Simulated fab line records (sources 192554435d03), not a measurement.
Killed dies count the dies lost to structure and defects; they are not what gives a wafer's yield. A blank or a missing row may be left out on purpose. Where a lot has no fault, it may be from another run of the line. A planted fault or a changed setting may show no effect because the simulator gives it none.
fab line records	flow n5Finfet
record lots=9	wafers=24	lastDay=17
route steps=1938 shown BEOL_M3@956 BEOL_M4@1111 PASSIVATION@1936
lots that met no fault: from a run of the same line without faults
startH: the number of hours between the record's first day and the start of the first shown wafer of the lot	waitH: time in hours since the lot's previous step	" identical to the entry in the row above	L1.1+2: a row that stands for several wafers	- no value, or no start was given	* or withheld: withheld	< > ~ a bound
route shown NAME@n: a module of which the file shows steps, and the number in the route of the first	usual: mean/standard deviation of fault-free wafers	same: alike in all rows	chamber/n: place in a boat	sites: per-site readings	_std_site: the values' standard deviation	_edge_site: outer sites' mean less inner sites'	radiusMm: how far each site lies from the wafer's centre	mask NAME#n: copy n	behind: the most recent tool/chamber to have shaped the wafer	hold: why the lot was held/for how many hours/how that ended	device: the n, p or np transistor that did not switch	end of line: tests run on the same wafers once the route is complete	a step with no rows: only its recipe	killed: dies that structure and defects cost at the first sort, which is not the same as the wafer's yield	map: a wafer's dies, marking killed ones x, the rest . and places with no die _
set.NAME: the setting the step ran with; set.NAME@STEP: the setting that earlier step ran with	model.NAME: the simulator's own value behind a step, which no gauge read
one table for each step of the route and one row for each wafer, over a sample of lots
services: a tool's chamber out of use, with start hour (startH, from the record's first day; less than 0 if before it), hours out, and reason
## steps
# step N5_BEOL_M3_CD_MEAS_18
# recipe pitchNm=36	targetCdNm=18
# usual cdNm=18.0/0.36
lot.wafer	tool	chamber	startH	waitH	cdNm
L886.2	cdSem-02	-	150.29	0.1	18.5
L886.5	"	-	"	"	18.6
L886.6	"	-	"	"	18.1
L887.3	cdSem-02	-	159.99	0.1	18.1
L887.4	"	-	"	"	17.5
L888.2	cdSem-03	-	162.55	0.1	18.6
L888.4	"	-	"	"	18.5
L888.6	"	-	"	"	17.3
L891.2	cdSem-03	-	180.81	0.1	18.1
L891.3	"	-	"	"	17.7
L891.6	"	-	"	"	17.8
L892.1	cdSem-03	-	186.82	0.0	18.9
L892.4	"	-	"	"	17.9
L892.5	"	-	"	"	19.0
L893.2	cdSem-03	-	195.18	0.1	17.9
L893.4	"	-	"	"	18.5
L893.5	"	-	"	"	18.1
L894.1	cdSem-01	-	204.05	0.0	17.8
L894.3	"	-	"	"	17.8
L894.4	"	-	"	"	18.2
L900.2	cdSem-03	-	242.41	0.1	18.1
L900.6	"	-	"	"	18.0
L908.4	cdSem-02	-	286.03	0.0	18.4
L908.6	"	-	"	"	18.3
# step N5_BEOL_M3_ETCH_69
# recipe chemistry=CF4	target=SiARC	targetDepthA=156	maskMaterial=CAR-EUV	timeS=26	ionEnergyEv=80	pressureMtorr=40	sourceW=545	biasW=36	Ar_flow_sccm=100	cf4FlowSccm=100	ends=cleared
# usual chamberPressureMTorr=40.00/0.04	drypumpMotorCurrentA=5.9/0.49	etchRfOnTimeS=26.3/0.94	oesProductAu=0.67/0.072	rfFwdPowerW=533.3/2.5	rfVppV=184.2/1.1	showerheadPlenumPTorr=2.15/0.068	throttleValvePct=15.58/0.24
lot.wafer	tool	chamber	startH	waitH	chamberPressureMTorr	drypumpMotorCurrentA	etchRfOnTimeS	oesProductAu	rfFwdPowerW	rfHoursCounterH	rfVppV	showerheadPlenumPTorr	throttleValvePct
L886.2	rieDiel-01	0	150.97	0.0	39.95	5.1	25.1	0.78	529.8	27	182.8	2.09	15.21
L886.5	"	2	"	"	40.05	6.8	25.2	0.68	532.5	-	184.0	2.08	15.28
L886.6	"	1	"	"	39.98	6.4	26.8	0.75	530.6	-	184.6	2.18	15.60
L887.3	rieDiel-02	2	160.48	0.0	40.02	6.2	25.4	0.79	531.1	11	187.2	2.28	15.38
L887.4	"	2	"	"	39.94	6.2	25.4	0.80	534.4	-	185.9	2.28	15.38
L888.2	rieDiel-04	0	163.14	0.0	40.07	6.1	27.3	0.62	532.9	169	185.1	2.22	15.71
L888.4	"	1	"	"	40.06	5.1	25.3	0.77	531.9	28	184.9	2.18	15.46
L888.6	"	2	"	"	40.00	5.7	27.5	0.62	535.6	-	184.4	2.06	15.49
L891.2	rieDiel-02	3	181.31	0.0	39.97	6.0	27.3	0.59	537.3	179	184.7	2.14	15.99
L891.3	"	2	"	"	40.02	6.2	25.4	0.77	530.6	20	186.9	2.28	15.38
L891.6	"	1	"	"	39.95	5.3	25.8	0.65	537.0	-	183.7	2.14	15.59
L892.1	rieDiel-04	0	187.33	0.0	40.05	6.1	27.8	0.62	533.9	176	185.5	2.22	15.71
L892.4	"	2	"	"	39.95	5.8	27.3	0.61	533.4	171	183.1	2.05	15.52
L892.5	"	0	"	"	40.01	6.1	27.6	0.60	532.4	-	185.6	2.22	15.71
L893.2	rieDiel-02	1	195.67	0.0	39.96	5.4	25.6	0.64	533.2	167	183.1	2.14	15.61
L893.4	"	2	"	"	40.01	6.2	25.2	0.76	529.6	24	185.0	2.28	15.38
L893.5	"	2	"	"	40.07	6.2	25.1	0.77	531.2	-	185.3	2.28	15.40
L894.1	rieDiel-04	2	205.13	0.0	40.03	5.7	27.5	0.61	534.5	176	182.4	2.05	15.53
L894.3	"	3	"	"	39.97	6.6	25.4	0.68	530.8	140	184.7	2.07	15.45
L894.4	"	0	"	"	40.02	6.1	27.7	0.61	532.6	182	183.5	2.22	15.72
L900.2	rieDiel-02	2	242.96	0.0	39.96	6.2	25.2	0.74	534.8	38	185.3	2.27	15.42
L900.6	"	3	"	"	40.02	6.0	27.2	0.59	536.6	-	184.4	2.13	16.03
L908.4	rieDiel-02	2	287.27	0.0	40.00	6.2	25.5	0.73	531.2	48	184.0	2.27	15.46
L908.6	"	3	"	"	40.05	6.0	27.0	0.58	539.9	-	183.7	2.13	16.04
# step N5_BEOL_M3_TRENCH_ETCH_37
# recipe chemistry=C4F6/O2	targetDepthA=555.55	target=SiOC	timeS=29.2	ionEnergyEv=250	pressureMtorr=30	sourceW=355	biasW=185	Ar_flow_sccm=300	C4F6_flow_sccm=10	O2_flow_sccm=10
# usual chamberPressureMTorr=30.000/0.028	drypumpMotorCurrentA=5.9/0.58	oes_f_703_au=0.79/0.079	oes_o_777_au=0.79/0.083	oesProductAu=0.79/0.071	rfFwdPowerW=350.2/1.9	rfVppV=662/20	showerheadPlenumPTorr=2.83/0.092	throttleValvePct=20.73/0.28
lot.wafer	tool	chamber	startH	waitH	chamberPressureMTorr	drypumpMotorCurrentA	oes_f_703_au	oes_o_777_au	oesProductAu	rfFwdPowerW	rfHoursCounterH	rfVppV	showerheadPlenumPTorr	throttleValvePct
L886.2	rieDiel-04	0	158.60	-	30.003	6.1	0.70	0.70	0.73	351.0	168	711	2.95	20.95
L886.5	"	2	"	"	30.029	5.7	0.72	0.72	0.73	344.5	-	674	2.72	20.62
L886.6	"	1	"	"	29.994	5.0	0.94	0.96	0.89	351.9	-	652	2.91	20.84
L887.3	rieDiel-04	1	161.52	-	30.015	5.0	0.95	0.96	0.89	352.1	28	651	2.91	20.85
L887.4	"	0	"	"	30.033	6.1	0.70	0.70	0.73	351.2	169	712	2.95	20.94
L888.2	rieDiel-02	3	164.20	-	29.978	6.0	0.71	0.72	0.70	351.2	172	680	2.83	21.17
L888.4	"	0	"	"	29.969	5.6	0.69	0.68	0.68	349.7	-	631	2.91	21.10
L888.6	"	2	"	"	30.000	6.2	0.92	0.93	0.92	350.2	-	651	3.02	20.65
L891.2	rieDiel-04	0	181.87	-	30.058	6.1	0.70	0.69	0.72	350.3	175	713	2.95	20.95
L891.3	"	2	"	"	29.986	5.8	0.71	0.71	0.73	345.5	169	671	2.72	20.64
L891.6	"	1	"	"	29.972	5.0	0.94	0.96	0.88	350.7	-	651	2.91	20.85
L892.1	rieDiel-02	3	190.56	-	30.041	6.0	0.70	0.71	0.70	352.8	182	679	2.82	21.17
L892.4	"	0	"	"	30.041	5.6	0.98	0.97	0.97	350.9	1	630	2.91	20.78
L892.5	"	2	"	"	30.021	6.2	0.90	0.91	0.89	351.5	-	652	3.02	20.67
L893.2	rieDiel-04	0	198.14	-	30.029	6.1	0.49	0.49	0.59	134.0	178	833	2.95	20.95
L893.4	"	3	"	"	30.007	6.6	0.53	0.55	0.65	136.4	137	804	2.73	20.49
L893.5	"	3	"	"	29.998	6.6	0.53	0.55	0.66	136.8	-	805	2.73	20.50
L894.1	rieDiel-04	3	209.92	-	30.006	6.7	0.53	0.54	0.65	138.1	140	805	2.73	20.52
L894.3	"	1	"	"	29.993	5.0	0.57	0.60	0.70	137.2	41	801	2.90	20.84
L894.4	"	2	"	"	30.030	5.8	0.49	0.51	0.59	134.2	177	793	2.72	20.60
L900.2	rieDiel-01	0	244.58	-	30.006	5.1	0.85	0.86	0.85	351.3	57	673	2.75	20.40
L900.6	"	2	"	"	29.976	6.8	0.75	0.74	0.77	349.7	-	673	2.73	20.39
L908.4	rieDiel-02	3	288.35	-	30.001	6.0	0.68	0.71	0.68	352.4	208	679	2.81	21.20
L908.6	"	1	"	"	29.977	5.4	0.73	0.72	0.72	351.7	-	664	2.83	20.85
# step N5_BEOL_M3_OCD_MEAS_38
# usual trenchDepthNm=55.1/1.6
lot.wafer	tool	chamber	startH	waitH	trenchDepthNm
L886.2	ocd-01	-	158.76	-	53.9
L886.5	"	-	"	"	54.1
L886.6	"	-	"	"	56.3
L887.3	ocd-02	-	161.68	-	54.8
L887.4	"	-	"	"	54.4
L888.2	ocd-01	-	164.35	-	53.7
L888.4	"	-	"	"	54.0
L888.6	"	-	"	"	57.2
L891.2	ocd-01	-	182.03	-	53.7
L891.3	"	-	"	"	54.1
L891.6	"	-	"	"	56.0
L892.1	ocd-02	-	190.71	-	53.3
L892.4	"	-	"	"	54.1
L892.5	"	-	"	"	56.8
L893.2	ocd-02	-	198.29	-	37.2
L893.4	"	-	"	"	39.7
L893.5	"	-	"	"	39.9
L894.1	ocd-02	-	210.08	-	39.7
L894.3	"	-	"	"	38.9
L894.4	"	-	"	"	37.1
L900.2	ocd-02	-	244.75	-	56.7
L900.6	"	-	"	"	56.8
L908.4	ocd-02	-	288.51	-	53.9
L908.6	"	-	"	"	54.6
# step N5_BEOL_M3_PRE_CLEAN_45
# recipe gas=H2/He	timeS=30	tempC=250
# usual heaterPowerW=329/29
lot.wafer	tool	chamber	startH	waitH	heaterPowerW
L886.2	pvdSputter-01	-	159.23	0.0	352
L886.5	"	-	"	"	355
L886.6	"	-	"	"	333
L887.3	pvdSputter-03	-	162.86	0.0	334
L887.4	"	-	"	"	336
L888.2	pvdSputter-02	-	165.01	0.0	371
L888.4	"	-	"	"	306
L888.6	"	-	"	"	300
L891.2	pvdSputter-02	-	182.46	0.0	313
L891.3	"	-	"	"	338
L891.6	"	-	"	"	310
L892.1	pvdSputter-02	-	191.50	0.0	299
L892.4	"	-	"	"	362
L892.5	"	-	"	"	310
L893.2	pvdSputter-01	-	198.77	0.0	345
L893.4	"	-	"	"	334
L893.5	"	-	"	"	362
L894.1	pvdSputter-02	-	210.62	0.0	360
L894.3	"	-	"	"	310
L894.4	"	-	"	"	344
L900.2	pvdSputter-03	-	245.20	0.0	342
L900.6	"	-	"	"	268
L908.4	pvdSputter-02	-	289.04	0.0	341
L908.6	"	-	"	"	302
# step N5_BEOL_M4_RC_MEAS_101
# usual DIBL_N=36.9/2.1	DIBL_P=37.1/2.5	IOFF_N=0.17/0.039	IOFF_P=0.23/0.043	ION_N=673/15	ION_P=462/9.1	SS_N=71.8/0.69	SS_P=73.6/0.74	VT_N=250/3.6	VT_P=-249.7/2.9
lot.wafer	tool	chamber	startH	waitH	DIBL_N[mV/V]	DIBL_P[mV/V]	IOFF_N[nA/um]	IOFF_P[nA/um]	ION_N[uA/um]	ION_P[uA/um]	SS_N[mV/dec]	SS_P[mV/dec]	VT_N[mV]	VT_P[mV]
L886.2	prober-02	0	177.83	0.2	35.1	37.0	0.16	0.24	691	474	71.2	74.0	251	-247.6
L886.5	"	0	"	"	36.0	36.9	0.15	0.23	666	459	71.7	73.6	253	-248.0
L886.6	"	0	"	"	34.3	35.4	0.14	0.20	674	464	71.2	73.3	249	-248.0
L888.2	prober-01	0	180.79	0.2	33.5	33.0	0.12	0.17	677	465	70.8	72.1	254	-252.8
L888.4	"	0	"	"	35.6	35.0	0.15	0.19	665	453	71.1	72.9	249	-252.3
L888.6	"	0	"	"	35.8	35.6	0.14	0.19	667	452	70.7	73.2	251	-250.6
L887.3	prober-02	0	181.22	0.3	40.9	43.9	0.29	0.35	703	476	72.5	75.0	241	-245.6
L887.4	"	0	"	"	39.4	41.2	0.23	0.29	682	461	72.1	74.2	245	-245.4
L891.2	prober-01	0	198.34	0.2	35.2	34.9	0.13	0.19	657	453	71.6	72.6	254	-252.9
L891.3	"	0	"	"	38.6	38.4	0.20	0.26	673	462	71.9	73.9	250	-246.8
L891.6	"	0	"	"	39.4	39.8	0.21	0.27	680	467	71.9	73.5	245	-245.6
L892.1	prober-02	0	205.37	0.0	36.1	34.1	0.13	0.19	668	461	70.6	72.6	256	-251.9
L892.4	"	0	"	"	36.6	36.1	0.14	0.22	676	470	71.1	72.7	251	-249.4
L892.5	"	0	"	"	36.8	36.1	0.15	0.23	654	456	71.0	73.3	252	-248.9
L893.2	prober-02	0	218.58	0.2	34.7	36.2	0.14	0.21	661	459	71.6	73.8	252	-247.3
L893.4	"	0	"	"	37.2	38.4	0.19	0.25	668	466	72.7	74.6	249	-244.8
L893.5	"	0	"	"	37.1	38.8	0.19	0.27	674	463	72.2	73.9	245	-245.1
L894.1	prober-01	0	224.72	0.0	43.2	41.7	0.28	0.34	689	465	73.0	75.6	243	-247.7
L894.3	"	0	"	"	38.0	35.4	0.17	0.21	659	447	71.8	73.8	251	-252.2
L894.4	"	0	"	"	35.8	34.8	0.14	0.21	682	467	70.4	73.4	250	-249.3
L900.2	prober-02	0	259.98	0.2	39.5	38.7	0.20	0.21	673	460	72.6	74.1	250	-253.2
L900.6	"	0	"	"	37.3	38.4	0.16	0.21	678	463	71.5	73.8	250	-253.3
L908.4	prober-01	0	302.64	0.5	34.0	35.0	0.15	0.20	686	473	71.6	73.2	247	-249.2
L908.6	"	0	"	"	39.7	42.6	0.27	0.35	712	485	73.2	75.6	242	-245.4
# step N5_PASSIVATION_PROBE_49
# usual defectLimitedYield=91.3/1.4	killed_at_M0_to_M3=32/9.5	killed_at_M4_up=14/5.2	killedAtContacts=13/5.7	killedAtFrontEnd=41/12	killedAtOther=3.5/2.6	killedDies=103/17	killedOpen=68/14	killedShort=32/7	sort_bin_4_leakage=0.01/0.051	sort_bin_5_function=5.0/0.91	sort_bin_6_memory=3.3/0.7	sort_bin_8_speed=0.03/0.22	sortNPass=1076/17	sortYieldPct=91.2/1.4
# same grossDies=1180	killedAtBackSide=0
lot.wafer	tool	chamber	startH	waitH	defectLimitedYield[%]	killed_at_M0_to_M3	killed_at_M4_up	killedAtContacts	killedAtFrontEnd	killedAtOther	killedDies	killedOpen	killedShort	sort_bin_4_leakage[%]	sort_bin_5_function[%]	sort_bin_6_memory[%]	sort_bin_8_speed[%]	sortNPass	sortYieldPct[%]
L893.5	prober-01	-	314.82	0.2	92.0	37	6	15	29	7	94	68	26	0	4.5	3.2	0	1086	92.0
# killed by level:class
L893.5 MOL_CONTACT_COAG:geometricParticle:open=14 BEOL_M0:geometricParticle:open=10 FIN_SAQP:geometricParticle:open=9 BEOL_M0_SAQP:geometricParticle:short=7 BEOL_M0_SAQP:geometricParticle:open=7 FIN_SAQP:geometricParticle:short=6 GATE_CUT:geometricParticle:short=5 BEOL_M1:geometricParticle:open=4
## services
tool	chamber	startH	hours	kind
rieDiel-04	-	131.63	0.8	repair
rieDiel-04	0	132.51	11.9	repair
rieDiel-02	1	156.55	15.9	repair
rieDiel-01	3	165.35	3.0	repair
rieDiel-02	0	172.64	-	clean
rieDiel-02	0	172.64	-	consumableReplace:focusRing
rieDiel-02	0	172.64	14.3	scheduledDown
rieDiel-02	0	172.64	14.3	ventCycle
rieDiel-01	2	220.07	16.1	repair
rieDiel-02	0	264.59	16.2	repair
rieDiel-02	-	271.50	14.6	pm
## key
firstSign step=N5_BEOL_M3_TRENCH_ETCH_37	reading=rfFwdPowerW	direction=down	sigmas=99+	usual=*	struck=*
effect step=N5_BEOL_M3_TRENCH_ETCH_37	reading=rfVppV	direction=up	sigmas=7.2	usual=662	struck=807
effect step=N5_BEOL_M3_OCD_MEAS_38	reading=trenchDepthNm	direction=down	sigmas=10	usual=55.1	struck=38.8
metAt N5_BEOL_M3_TRENCH_ETCH_37
struckLots L893,L894
notActingAt N5_BEOL_M3_CD_MEAS_18,N5_BEOL_M3_ETCH_69,N5_BEOL_M3_PRE_CLEAN_45
onsetBetween 181.87 198.14
fault kind=processParameterDrift	tool=rieDiel-04	chamber=-	onsetH=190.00	steps=N5_BEOL_M3_TRENCH_ETCH_37	channel=sourceW	offset=-213	shape=step	endH=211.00	actsIn=theseRecipesOnly	stated=355
